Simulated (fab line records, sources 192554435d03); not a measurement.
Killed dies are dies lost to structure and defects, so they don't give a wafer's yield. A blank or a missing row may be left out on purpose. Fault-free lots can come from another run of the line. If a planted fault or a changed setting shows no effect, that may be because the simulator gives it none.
fab line records	flow n5-finfet	part 1 of 2: steps 1 to 4 of 6
record: lots: 23	wafers: 69	last-day: 17
route steps=1938 shown BEOL_M3@982 BEOL_M4@1044
lots that met no fault: taken from a fault-free run of the same line
start-h: hours from the record's opening day to when the first of the lot's shown wafers began	wait-h: time in hours since the lot's previous step	" unchanged from the row above	L1.1+2: a single row standing in for several wafers	- value missing, or start not given	* or withheld: withheld	< > ~ a bound
route shown NAME@n: a module of which the file shows steps, and the number in the route of the first	usual: mean/standard deviation of fault-free wafers	same: alike in all rows	chamber/n: place in a boat	sites: the reading at each site	_std_site: standard deviation across them	_edge_site: outer sites' mean less inner sites'	radius-mm: for every site, how far away it sits from the centre of the wafer	mask NAME#n: copy n	behind: the tool/chamber that last shaped the wafer	hold: the reason the lot was held/the length of the hold in hours/how it ended	device: transistor that didn't switch, given as n, p or np	end of line: tests of these same wafers at the route's end	for a step that has no rows: nothing shown but its recipe	killed: dies lost to structure and defects at the first sort, not the wafer's yield	map: a wafer's dies, marking killed ones x, the rest . and places with no die _
set.NAME: the setting that was run; set.NAME@STEP: the one run at that earlier step	model.NAME: the simulator's own value behind a step, which no gauge read
the route's steps for a sample of lots (tables are steps, rows are wafers)
services: from which hour (start-h, from the record's first day; less than 0 if before it) a tool's chamber was out of use, for how many hours, and why
== steps ==
step: N5_BEOL_M3_STRIP_97
recipe: chemistry: N2/H2	time-s: 10	power-w: 450	temp-c: 40	pressure-mtorr: 20	rf-frequency-hz: 6e+07	bias-power-w: 7	n2-flow-sccm: 200	h2-flow-sccm: 200
usual: drypump-motor-current-A: 5.8/0.53	h2-flow-sccm: 200.0/0.63	n2-flow-sccm: 200.0/0.63	oes-product-au: 0.82/0.084	rf-vpp-V: 59.1/0.83	showerhead-plenum-p-Torr: 2.57/0.082	temp-c: 40.02/0.1	throttle-valve-pct: 23.50/0.19
lot.wafer	tool	chamber	start-h	wait-h	drypump-motor-current-A	h2-flow-sccm	n2-flow-sccm	oes-product-au	rf-hours-counter-h	rf-vpp-V	showerhead-plenum-p-Torr	temp-c	throttle-valve-pct
L074.2	rie-diel-03	3	-	-	5.7	199.9	200.3	0.93	17	58.9	2.59	40.09	23.49
L074.3	"	1	"	"	6.6	200.3	199.6	0.73	190	58.7	2.63	40.10	23.56
L074.4	"	0	"	"	5.7	200.3	199.9	0.96	9	60.0	2.49	40.16	23.07
L075.1	rie-diel-01	2	-	-	4.9	200.4	200.4	0.84	74	58.1	2.46	39.87	23.14
L075.4	"	3	"	"	5.5	199.6	199.7	0.90	30	58.1	2.59	39.95	23.47
L075.5	"	2	"	"	4.9	201.4	200.2	0.84	-	58.6	2.46	39.83	23.15
L076.3	rie-diel-02	0	-	-	6.1	199.6	200.3	0.77	138	58.9	2.66	40.15	23.48
L076.5	"	2	"	"	5.1	200.1	199.6	0.81	-	59.7	2.46	39.89	23.61
L076.6	"	1	"	"	5.8	199.9	200.9	0.69	-	58.0	2.50	39.90	23.92
L077.2	rie-diel-01	2	-	-	4.9	200.3	199.1	0.84	75	59.0	2.46	40.04	23.14
L077.3	"	0	"	"	5.8	200.0	199.9	0.86	44	61.2	2.68	39.99	23.61
L077.4	"	3	"	"	5.5	199.4	199.4	0.90	31	60.0	2.58	40.01	23.45
L078.1	rie-diel-02	3	-	-	4.9	200.1	199.4	0.69	233	59.7	2.60	40.05	23.52
L078.4	"	2	"	"	5.0	200.3	199.5	0.81	85	58.6	2.46	39.95	23.61
L078.5	"	3	"	"	4.9	199.9	199.8	0.69	-	59.2	2.60	40.00	23.52
L079.1	rie-diel-03	2	-	-	6.4	200.5	200.3	0.88	37	60.1	2.71	39.87	23.52
L079.4	"	3	"	"	5.7	199.9	200.0	0.91	24	58.9	2.59	40.16	23.52
L079.6	"	0	"	"	5.7	200.6	200.3	0.94	-	59.3	2.49	40.01	23.08
L080.3	rie-diel-02	1	-	-	5.8	199.9	199.5	0.68	242	60.0	2.50	40.17	23.94
L080.4	"	0	"	"	6.1	199.5	199.4	0.76	-	58.8	2.66	40.08	23.49
L080.5	"	3	"	"	4.9	199.8	200.0	0.69	-	59.2	2.60	39.90	23.52
L081.3	rie-diel-01	2	-	-	4.9	199.9	200.2	0.82	84	57.9	2.46	39.78	23.14
L081.5	"	0	"	"	5.8	200.6	199.2	0.84	-	59.1	2.68	40.01	23.63
L081.6	"	3	"	"	5.5	199.5	200.3	0.89	-	59.4	2.58	39.90	23.47
L082.1	rie-diel-03	3	-	-	5.8	200.5	200.9	0.90	32	59.6	2.58	40.00	23.51
L082.4	"	2	"	"	6.4	200.2	199.4	0.87	45	61.1	2.71	39.97	23.51
L082.6	"	3	"	"	5.7	200.0	200.5	0.91	-	58.9	2.59	39.95	23.50
L083.1	rie-diel-03	0	-	-	5.7	200.6	201.0	0.92	26	58.4	2.49	40.07	23.07
L083.4	"	2	"	"	6.4	200.2	200.6	0.86	45	58.8	2.71	39.98	23.51
L083.5	"	2	"	"	6.4	200.2	200.7	0.87	-	60.1	2.71	39.93	23.52
L085.3	rie-diel-03	3	-	-	5.8	201.1	200.3	0.89	37	58.2	2.58	39.95	23.51
L085.5	"	2	"	"	6.4	200.2	200.7	0.86	-	59.7	2.71	39.97	23.51
L085.6	"	3	"	"	5.7	200.8	200.9	0.89	-	60.5	2.58	40.06	23.52
L086.1	rie-diel-03	0	-	-	5.7	201.1	199.6	0.91	33	58.2	2.49	39.92	23.08
L086.5	"	1	"	"	6.6	199.4	199.5	0.73	-	58.5	2.62	40.22	23.61
L086.6	"	0	"	"	5.7	200.1	199.3	0.91	-	59.1	2.49	40.10	23.09
L088.2	rie-diel-03	0	-	-	5.6	201.1	200.4	0.91	36	57.7	2.48	40.04	23.09
L088.5	"	1	"	"	6.6	199.6	200.9	0.72	-	59.8	2.61	40.13	23.60
L088.6	"	0	"	"	5.7	200.3	199.9	0.91	-	59.3	2.48	40.06	23.08
L089.1	rie-diel-03	1	-	-	6.6	200.4	200.5	0.72	218	59.2	2.61	40.09	23.60
L089.4	"	0	"	"	5.6	201.1	200.2	0.90	37	59.8	2.48	40.02	23.08
L089.6	"	2	"	"	6.4	199.2	199.6	0.85	-	59.5	2.70	40.20	23.54
L087.1	rie-diel-03	0	-	-	5.7	199.8	200.4	0.90	37	57.8	2.48	39.84	23.09
L087.2	"	2	"	"	6.4	201.2	201.0	0.85	53	59.4	2.70	40.10	23.52
L087.3	"	1	"	"	6.6	199.5	199.8	0.71	219	60.2	2.61	40.02	23.59
L090.2	rie-diel-02	1	-	-	5.8	201.7	199.6	0.99	1	59.6	2.49	40.05	23.57
L090.3	"	2	"	"	5.1	199.7	199.7	0.79	102	59.0	2.45	40.14	23.65
L090.6	"	1	"	"	5.8	200.6	200.6	1.00	-	59.2	2.49	40.18	23.57
L091.1	rie-diel-01	1	-	-	5.6	200.0	200.0	0.75	156	60.9	2.54	39.93	23.61
L091.2	"	2	"	"	4.9	199.6	199.5	0.81	100	58.6	2.45	40.07	23.16
L091.3	"	3	"	"	5.6	199.9	199.3	0.87	54	58.6	2.57	40.13	23.50
L093.1	rie-diel-02	0	-	-	6.1	200.1	199.3	0.75	167	60.4	2.65	40.02	23.51
L093.5	"	0	"	"	6.1	199.9	199.8	0.74	-	59.3	2.65	40.11	23.52
L093.6	"	1	"	"	5.8	201.7	200.8	0.96	-	58.2	2.49	39.97	23.58
L092.2	rie-diel-02	0	-	-	6.1	199.8	200.8	0.73	168	60.0	2.65	39.95	23.52
L092.4	"	1	"	"	5.8	199.9	201.6	0.95	-	58.9	2.49	40.09	23.57
L092.5	"	0	"	"	6.1	200.5	200.2	0.75	-	60.4	2.65	40.08	23.51
L094.1	rie-diel-01	3	-	-	5.5	198.2	198.6	0.85	65	58.6	2.57	39.97	23.52
L094.3	"	2	"	"	4.9	200.1	198.5	0.80	110	57.8	2.45	40.06	23.18
L094.4	"	0	"	"	5.8	200.7	200.2	0.81	77	60.8	2.67	40.04	23.65
L095.2	rie-diel-03	2	-	-	6.3	200.2	200.3	0.83	69	58.9	2.70	39.98	23.56
L095.4	"	3	"	"	5.7	199.2	200.4	0.86	58	58.1	2.57	40.02	23.53
L095.5	"	1	"	"	6.6	200.0	200.1	0.71	-	59.2	2.61	40.02	23.63
L096.1	rie-diel-02	1	-	-	5.8	200.3	199.9	0.92	19	58.7	2.49	40.22	23.59
L096.3	"	2	"	"	5.1	199.7	200.0	0.77	116	59.9	2.45	39.92	23.65
L096.6	"	1	"	"	5.8	199.5	199.6	0.93	-	58.2	2.48	40.08	23.59
L097.3	rie-diel-02	2	-	-	5.1	200.1	199.8	0.78	117	59.2	2.45	39.95	23.64
L097.4	"	3	"	"	4.9	200.0	200.5	0.96	2	57.5	2.59	39.92	23.31
L097.6	"	3	"	"	4.9	199.8	200.6	0.96	-	58.7	2.59	39.87	23.29
step: N5_BEOL_M3_PRE_CLEAN_45
recipe: gas: H2/He	time-s: 30	temp-c: 250
usual: heater-power-w: 338/34
lot.wafer	tool	chamber	start-h	wait-h	heater-power-w
L074.2	pvd-sputter-01	-	147.92	0.0	378
L074.3	"	-	"	"	307
L074.4	"	-	"	"	328
L075.1	pvd-sputter-01	-	159.92	0.0	392
L075.4	"	-	"	"	299
L075.5	"	-	"	"	391
L076.3	pvd-sputter-02	-	162.68	0.0	322
L076.5	"	-	"	"	318
L076.6	"	-	"	"	306
L077.2	pvd-sputter-02	-	162.76	0.0	322
L077.3	"	-	"	"	291
L077.4	"	-	"	"	363
L078.1	pvd-sputter-03	-	176.77	0.0	355
L078.4	"	-	"	"	316
L078.5	"	-	"	"	350
L079.1	pvd-sputter-03	-	179.65	0.0	320
L079.4	"	-	"	"	353
L079.6	"	-	"	"	319
L080.3	pvd-sputter-01	-	185.37	0.0	390
L080.4	"	-	"	"	307
L080.5	"	-	"	"	376
L081.3	pvd-sputter-03	-	197.81	0.0	318
L081.5	"	-	"	"	313
L081.6	"	-	"	"	315
L082.1	pvd-sputter-02	-	204.99	0.0	374
L082.4	"	-	"	"	331
L082.6	"	-	"	"	329
L083.1	pvd-sputter-02	-	208.05	0.0	302
L083.4	"	-	"	"	281
L083.5	"	-	"	"	319
L085.3	pvd-sputter-01	-	221.70	0.0	339
L085.5	"	-	"	"	404
L085.6	"	-	"	"	334
L086.1	pvd-sputter-01	-	228.34	0.0	370
L086.5	"	-	"	"	390
L086.6	"	-	"	"	332
L088.2	pvd-sputter-01	-	236.21	0.0	395
L088.5	"	-	"	"	304
L088.6	"	-	"	"	371
L089.1	pvd-sputter-02	-	239.39	0.0	368
L089.4	"	-	"	"	282
L089.6	"	-	"	"	287
L087.1	pvd-sputter-03	-	239.53	0.0	323
L087.2	"	-	"	"	358
L087.3	"	-	"	"	323
L090.2	pvd-sputter-03	-	242.55	0.0	322
L090.3	"	-	"	"	315
L090.6	"	-	"	"	325
L091.1	pvd-sputter-03	-	245.97	0.0	314
L091.2	"	-	"	"	393
L091.3	"	-	"	"	359
L093.1	pvd-sputter-03	-	257.55	0.0	319
L093.5	"	-	"	"	344
L093.6	"	-	"	"	328
L092.2	pvd-sputter-02	-	261.73	0.0	291
L092.4	"	-	"	"	319
L092.5	"	-	"	"	376
L094.1	pvd-sputter-01	-	279.64	0.0	389
L094.3	"	-	"	"	326
L094.4	"	-	"	"	306
L095.2	pvd-sputter-02	-	285.85	0.0	293
L095.4	"	-	"	"	333
L095.5	"	-	"	"	295
L096.1	pvd-sputter-01	-	288.58	0.0	377
L096.3	"	-	"	"	307
L096.6	"	-	"	"	306
L097.3	pvd-sputter-02	-	293.75	0.0	370
L097.4	"	-	"	"	331
L097.6	"	-	"	"	362
step: N5_BEOL_M3_ANNEAL_91
recipe: temp-c: 400	time-s: 240	ambient: vacuum
usual: heater-power-w: 837/82
lot.wafer	tool	chamber	start-h	wait-h	heater-power-w
L074.2	pvd-sputter-03	-	149.76	0.0	773
L074.3	"	-	"	"	884
L074.4	"	-	"	"	791
L075.1	pvd-sputter-03	-	161.94	0.0	889
L075.4	"	-	"	"	797
L075.5	"	-	"	"	772
L077.2	pvd-sputter-02	-	164.54	0.0	807
L077.3	"	-	"	"	907
L077.4	"	-	"	"	753
L076.3	pvd-sputter-03	-	168.19	0.0	791
L076.5	"	-	"	"	904
L076.6	"	-	"	"	811
L078.1	pvd-sputter-03	-	178.55	0.0	950
L078.4	"	-	"	"	803
L078.5	"	-	"	"	788
L079.1	pvd-sputter-03	-	181.53	0.0	779
L079.4	"	-	"	"	972
L079.6	"	-	"	"	888
L080.3	pvd-sputter-01	-	187.11	0.0	758
L080.4	"	-	"	"	923
L080.5	"	-	"	"	835
L081.3	pvd-sputter-02	-	200.07	0.0	790
L081.5	"	-	"	"	713
L081.6	"	-	"	"	913
L082.1	pvd-sputter-01	-	206.95	0.0	983
L082.4	"	-	"	"	919
L082.6	"	-	"	"	772
L083.1	pvd-sputter-02	-	209.83	0.0	747
L083.4	"	-	"	"	914
L083.5	"	-	"	"	754
L085.3	pvd-sputter-01	-	223.50	0.0	781
L085.5	"	-	"	"	768
L085.6	"	-	"	"	936
L086.1	pvd-sputter-01	-	230.12	0.0	983
L086.5	"	-	"	"	755
L086.6	"	-	"	"	835
L088.2	pvd-sputter-02	-	237.99	0.0	736
L088.5	"	-	"	"	898
L088.6	"	-	"	"	720
L089.1	pvd-sputter-02	-	241.26	0.0	713
L089.4	"	-	"	"	923
L089.6	"	-	"	"	795
L087.1	pvd-sputter-03	-	241.43	0.0	783
L087.2	"	-	"	"	906
L087.3	"	-	"	"	812
L090.2	pvd-sputter-03	-	244.37	0.0	889
L090.3	"	-	"	"	799
L090.6	"	-	"	"	816
L091.1	pvd-sputter-02	-	247.82	0.0	720
L091.2	"	-	"	"	817
L091.3	"	-	"	"	750
L093.1	pvd-sputter-01	-	260.99	0.0	937
L093.5	"	-	"	"	971
L093.6	"	-	"	"	829
L092.2	pvd-sputter-03	-	263.59	0.0	978
L092.4	"	-	"	"	789
L092.5	"	-	"	"	877
L094.1	pvd-sputter-02	-	282.16	0.0	730
L094.3	"	-	"	"	816
L094.4	"	-	"	"	900
L095.2	pvd-sputter-02	-	288.06	0.0	713
L095.4	"	-	"	"	762
L095.5	"	-	"	"	909
L096.1	pvd-sputter-03	-	290.41	0.0	883
L096.3	"	-	"	"	775
L096.6	"	-	"	"	782
L097.3	pvd-sputter-02	-	300.52	0.0	832
L097.4	"	-	"	"	749
L097.6	"	-	"	"	735
step: N5_BEOL_M3_DEP_57
recipe: material: SiCN	target-thk-a: 80	temp-c: withheld	precursor: 3MS/NH3	pressure-torr: 3	rf-w: 202	time-s: 14
usual: rf-fwd-power-W: 199.1/1.2	showerhead-plenum-p-Torr: 3.666/0.013	throttle-valve-pct: 9.0/0.58
lot.wafer	tool	chamber	start-h	wait-h	rf-fwd-power-W	showerhead-plenum-p-Torr	throttle-valve-pct
L074.2	pecvd-01	1	151.65	0.0	197.2	3.665	9.0
L074.3	"	0	"	"	200.1	3.676	9.5
L074.4	"	0	"	"	200.2	3.668	9.6
L075.1	pecvd-04	2	163.52	0.0	199.5	3.674	9.2
L075.4	"	2	"	"	199.8	3.667	9.4
L075.5	"	0	"	"	200.0	3.686	8.8
L077.2	pecvd-01	2	166.10	0.0	199.3	3.661	8.7
L077.3	"	1	"	"	197.8	3.666	8.9
L077.4	"	1	"	"	197.8	3.669	9.1
L076.3	pecvd-01	1	170.84	0.0	197.4	3.663	9.0
L076.5	"	1	"	"	197.6	3.666	9.2
L076.6	"	0	"	"	200.7	3.670	9.3
L078.1	pecvd-01	2	180.11	0.0	200.1	3.661	8.7
L078.4	"	2	"	"	199.8	3.665	8.6
L078.5	"	1	"	"	197.7	3.668	8.8
L079.1	pecvd-02	2	183.09	0.0	197.7	3.673	8.5
L079.4	"	0	"	"	196.9	3.636	9.9
L079.6	"	1	"	"	198.7	3.664	9.6
L080.3	pecvd-02	2	188.67	0.0	196.9	3.676	8.2
L080.4	"	1	"	"	199.1	3.657	9.6
L080.5	"	2	"	"	197.4	3.679	8.4
L081.3	pecvd-02	1	201.64	0.0	197.9	3.661	9.6
L081.5	"	0	"	"	198.3	3.643	10.0
L081.6	"	1	"	"	198.6	3.662	9.5
L082.1	pecvd-01	2	208.58	0.0	200.1	3.664	8.6
L082.4	"	1	"	"	197.0	3.670	8.7
L082.6	"	2	"	"	199.7	3.666	8.7
L083.1	pecvd-01	2	211.39	0.0	198.9	3.663	8.8
L083.4	"	1	"	"	197.9	3.663	8.7
L083.5	"	0	"	"	199.5	3.673	9.5
L085.3	pecvd-02	1	225.25	0.0	198.1	3.666	9.8
L085.5	"	2	"	"	199.3	3.677	8.3
L085.6	"	0	"	"	198.7	3.639	9.6
L086.1	pecvd-04	2	231.68	0.0	200.5	3.658	8.7
L086.5	"	1	"	"	200.6	3.663	8.4
L086.6	"	0	"	"	199.5	3.682	9.1
L088.2	pecvd-04	0	239.55	0.0	199.2	3.681	9.0
L088.5	"	1	"	"	199.8	3.652	8.4
L088.6	"	0	"	"	200.0	3.677	8.9
L089.1	pecvd-04	2	242.87	0.0	199.3	3.663	8.7
L089.4	"	2	"	"	200.8	3.673	8.5
L089.6	"	1	"	"	200.3	3.677	8.3
L087.1	pecvd-02	2	243.37	0.0	197.5	3.672	8.5
L087.2	"	1	"	"	198.9	3.663	9.5
L087.3	"	0	"	"	197.8	3.631	9.7
L090.2	pecvd-01	0	245.93	0.0	199.9	3.680	9.8
L090.3	"	2	"	"	199.4	3.667	8.8
L090.6	"	2	"	"	199.7	3.657	8.5
L091.1	pecvd-02	1	249.40	0.0	198.7	3.651	9.8
L091.2	"	0	"	"	198.8	3.633	10.2
L091.3	"	2	"	"	197.9	3.681	8.2
L093.1	pecvd-01	0	262.69	0.0	199.9	3.664	9.6
L093.5	"	1	"	"	197.3	3.659	8.9
L093.6	"	2	"	"	198.6	3.657	8.5
L092.2	pecvd-04	0	265.15	0.0	200.5	3.672	9.1
L092.4	"	0	"	"	200.7	3.684	8.9
L092.5	"	2	"	"	199.4	3.671	8.8
L094.1	pecvd-04	0	283.74	0.0	200.6	3.682	9.1
L094.3	"	2	"	"	200.5	3.665	8.7
L094.4	"	0	"	"	200.0	3.691	8.8
L095.2	pecvd-02	2	289.64	0.0	198.9	3.665	8.4
L095.4	"	0	"	"	197.3	3.637	9.9
L095.5	"	1	"	"	198.5	3.665	9.9
L096.1	pecvd-02	2	291.97	0.0	198.0	3.670	8.4
L096.3	"	1	"	"	197.8	3.654	9.3
L096.6	"	2	"	"	197.2	3.673	8.4
L097.3	pecvd-04	2	302.08	0.0	199.7	3.673	8.6
L097.4	"	1	"	"	200.4	3.674	8.2
L097.6	"	0	"	"	199.7	3.690	8.9
